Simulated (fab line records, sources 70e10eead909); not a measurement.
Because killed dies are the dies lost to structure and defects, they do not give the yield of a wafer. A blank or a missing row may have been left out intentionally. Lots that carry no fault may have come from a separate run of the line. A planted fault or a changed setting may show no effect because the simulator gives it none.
The tool behind it: which one?	flow nand-harc	13 lots with 39 wafers sampled at 6 steps, on a route of 1159 steps

## WHAT THE GAUGES READ, wafer by wafer
NHARC_P_GATE_CD_MEAS_26: the cd target is 120 nm. Usual: 120.2 nm for cd-nm, sd 0.6.
lot	measured	on	cd-nm (nm)	flag
L147	day 4 20:07	cd-sem-01	120.7 120.3 120.7	
L150	day 5 12:27	cd-sem-01	120.8 121.2 120.9	
L152	day 6 02:34	cd-sem-01	120.2 119.4 119.1	
L160	day 8 02:38	cd-sem-02	120.2 120.1 119.1	
L159	day 8 03:28	cd-sem-02	119.9 120.9 120.4	
L161	day 8 15:26	cd-sem-02	120.5 120.0 120.5	
L162	day 8 16:26	cd-sem-02	119.7 119.9 119.9	
L165	day 9 11:34	cd-sem-02	120.8 120.9 119.9	
L164	day 9 12:00	cd-sem-03	121.3 121.2 120.7	
L166	day 9 16:32	cd-sem-01	120.0 120.1 119.9	
L167	day 9 22:50	cd-sem-01	120.2 119.6 119.7	
L168	day 9 23:31	cd-sem-02	120.4 120.9 120.9	
L169	day 10 11:11	cd-sem-01	119.9 119.7 120.2	

NHARC_P_GATE_CD_MEAS_33. Usual: 120.6 nm for cd-nm, sd 2.5.
lot	measured	on	cd-nm (nm)	flag
L147	day 4 21:16	cd-sem-01	120.2 119.8 123.3	
L150	day 5 13:38	cd-sem-02	121.7 120.3 126.9	
L152	day 6 03:33	cd-sem-03	122.2 123.0 120.3	
L160	day 8 03:54	cd-sem-01	121.2 121.0 118.2	
L159	day 8 04:26	cd-sem-01	123.6 120.5 121.1	
L161	day 8 16:31	cd-sem-03	117.2 120.5 122.3	
L162	day 8 17:28	cd-sem-01	120.3 121.9 121.8	
L165	day 9 12:35	cd-sem-02	117.2 126.4 117.8	
L164	day 9 12:59	cd-sem-01	116.8 122.9 121.5	
L166	day 9 17:41	cd-sem-03	123.2 120.4 121.4	
L167	day 9 23:49	cd-sem-03	121.7 119.0 118.5	
L168	day 10 00:38	cd-sem-03	115.9 119.0 117.1	
L169	day 10 12:24	cd-sem-02	119.6 116.4 123.2	

NHARC_P_GATE_CD_MEAS_59: the cd target is 720 nm. Usual: 719.9 nm for cd-nm, sd 1.9.
lot	measured	on	cd-nm (nm)	flag
L147	day 5 10:32	cd-sem-01	717.8 719.7 718.0	
L150	day 6 02:22	cd-sem-03	720.4 719.7 723.5	
L152	day 6 16:24	cd-sem-02	706.0 709.5 708.4	OFF
L160	day 8 16:35	cd-sem-01	722.5 721.1 721.7	
L159	day 8 17:16	cd-sem-02	718.4 718.7 717.4	
L161	day 9 05:22	cd-sem-02	719.3 720.5 721.4	
L162	day 9 08:14	cd-sem-02	719.2 719.7 718.7	
L165	day 10 01:23	cd-sem-01	721.5 717.2 718.5	
L164	day 10 01:34	cd-sem-01	716.5 716.1 720.1	
L166	day 10 06:31	cd-sem-03	718.6 717.2 717.4	
L167	day 10 12:43	cd-sem-01	722.6 723.1 720.8	
L168	day 10 13:16	cd-sem-03	720.5 719.1 721.8	
L169	day 11 01:17	cd-sem-01	719.4 718.6 716.3	

NHARC_END_SORT_01. Usual: killed-at-array 29, standard deviation 11; killed-at-other 0.6, standard deviation 0.75; killed-at-periphery 3.1, standard deviation 2.1; killed-dies 32, standard deviation 11; killed-open 3.0, standard deviation 1.8; killed-short 1.8, standard deviation 1.3.
lot	measured	on	killed-at-array	killed-at-other	killed-at-periphery	killed-dies	killed-open	killed-short	flag
L160	day 22 10:50	prober-01	33 29 35	3 3 2	1 1 2	37 33 39	2 3 5	3 1 1	
L159	day 22 21:02	prober-01	26 24 24	1 2 1	5 4 2	32 30 27	4 6 3	3 2 3	

## WHICH TOOL RAN EACH LOT (tool, then ch and the chambers of the sampled wafers, then the start)
lot	NHARC_P_GATE_EXPOSE_56	NHARC_P_GATE_STRIP_112
L147	krf-scanner-04 ch 0, day 5 10:22	plasma-asher-02 ch 0,1, day 5 11:34
L150	krf-scanner-01 ch 0, day 6 02:13	plasma-asher-01 ch 1, day 6 02:56
L152	krf-scanner-01 ch 0, day 6 16:15	plasma-asher-02 ch 0,1, day 6 16:56
L160	krf-scanner-02 ch 0, day 8 16:26	plasma-asher-01 ch 0,1, day 8 17:10
L159	krf-scanner-04 ch 0, day 8 17:07	plasma-asher-01 ch 0,1, day 8 18:06
L161	krf-scanner-02 ch 0, day 9 05:13	plasma-asher-01 ch 0, day 9 05:56
L162	krf-scanner-01 ch 0, day 9 08:05	plasma-asher-01 ch 0,1, day 9 08:46
L165	krf-scanner-01 ch 0, day 10 01:14	plasma-asher-02 ch 0,1, day 10 01:55
L164	krf-scanner-01 ch 0, day 10 01:25	plasma-asher-01 ch 0,1, day 10 02:21
L166	krf-scanner-04 ch 0, day 10 06:21	plasma-asher-02 ch 0,1, day 10 07:04
L167	krf-scanner-04 ch 0, day 10 12:33	plasma-asher-01 ch 0,1, day 10 13:23
L168	krf-scanner-04 ch 0, day 10 13:07	plasma-asher-02 ch 0,1, day 10 14:02
L169	krf-scanner-04 ch 0, day 11 01:07	plasma-asher-02 ch 0,1, day 11 01:56
- NHARC_P_GATE_EXPOSE_56: exposes mask P PSD, target cd 720 nm.
- NHARC_P_GATE_STRIP_112: strips in N2/H2, time 200 s.

## WHAT THE TOOLS THEMSELVES READ (means of the sampled wafers that have a number; where no wafer has one, the mark that the record gives instead)
NHARC_P_GATE_EXPOSE_56. Usual: 14.810 for exposure-dose-mJ-cm2, sd 0.015.
lot	tool	exposure-dose-mJ-cm2	flag
L147	krf-scanner-04	14.808	
L150	krf-scanner-01	14.813	
L152	krf-scanner-01	14.831	
L160	krf-scanner-02	14.826	
L159	krf-scanner-04	14.824	
L161	krf-scanner-02	14.812	
L162	krf-scanner-01	14.788	
L165	krf-scanner-01	14.798	
L164	krf-scanner-01	14.817	
L166	krf-scanner-04	14.822	
L167	krf-scanner-04	14.804	
L168	krf-scanner-04	14.809	
L169	krf-scanner-04	14.803	

NHARC_P_GATE_STRIP_112. Usual: drypump-motor-current-A 5.70 A, standard deviation 0.19; heater-power-w 89 W, standard deviation 5.8.
lot	tool	drypump-motor-current-A (A)	heater-power-w (W)	flag
L147	plasma-asher-02	5.74	97	
L150	plasma-asher-01	5.91	81	
L152	plasma-asher-02	5.76	94	
L160	plasma-asher-01	5.76	83	
L159	plasma-asher-01	5.74	82	
L161	plasma-asher-01	5.42	86	
L162	plasma-asher-01	5.73	83	
L165	plasma-asher-02	5.72	90	
L164	plasma-asher-01	5.58	85	
L166	plasma-asher-02	5.73	89	
L167	plasma-asher-01	5.56	85	
L168	plasma-asher-02	5.76	93	
L169	plasma-asher-02	5.74	91	

## THE ANSWER, worked out from the rows above alone
Rule: take the mean of a lot's wafers that have a number; if it is more than 3 standard deviations from the usual mean, the lot is off. Also off: a lot with no number at a reading for which 4 or more lots have one. Where the step has rows for the other lots, those lots are counted as sound. First the gauges in route order, then the tools' own readings, where a lot's mean is used as printed above. The first step at which some lot is off is used, and at that step the reading that is off furthest; a lot without a number counts as furthest.
Off at NHARC_P_GATE_CD_MEAS_59 (cd-nm): L152.
A tool fits if, at a process step before that reading, it ran every lot that is off, and no sound lot after the first of them. The gauges at NHARC_P_GATE_CD_MEAS_59 are tried like those tools. No candidate that was tried fits.

## WHAT HAD BEEN PUT IN BY THE SIMULATOR
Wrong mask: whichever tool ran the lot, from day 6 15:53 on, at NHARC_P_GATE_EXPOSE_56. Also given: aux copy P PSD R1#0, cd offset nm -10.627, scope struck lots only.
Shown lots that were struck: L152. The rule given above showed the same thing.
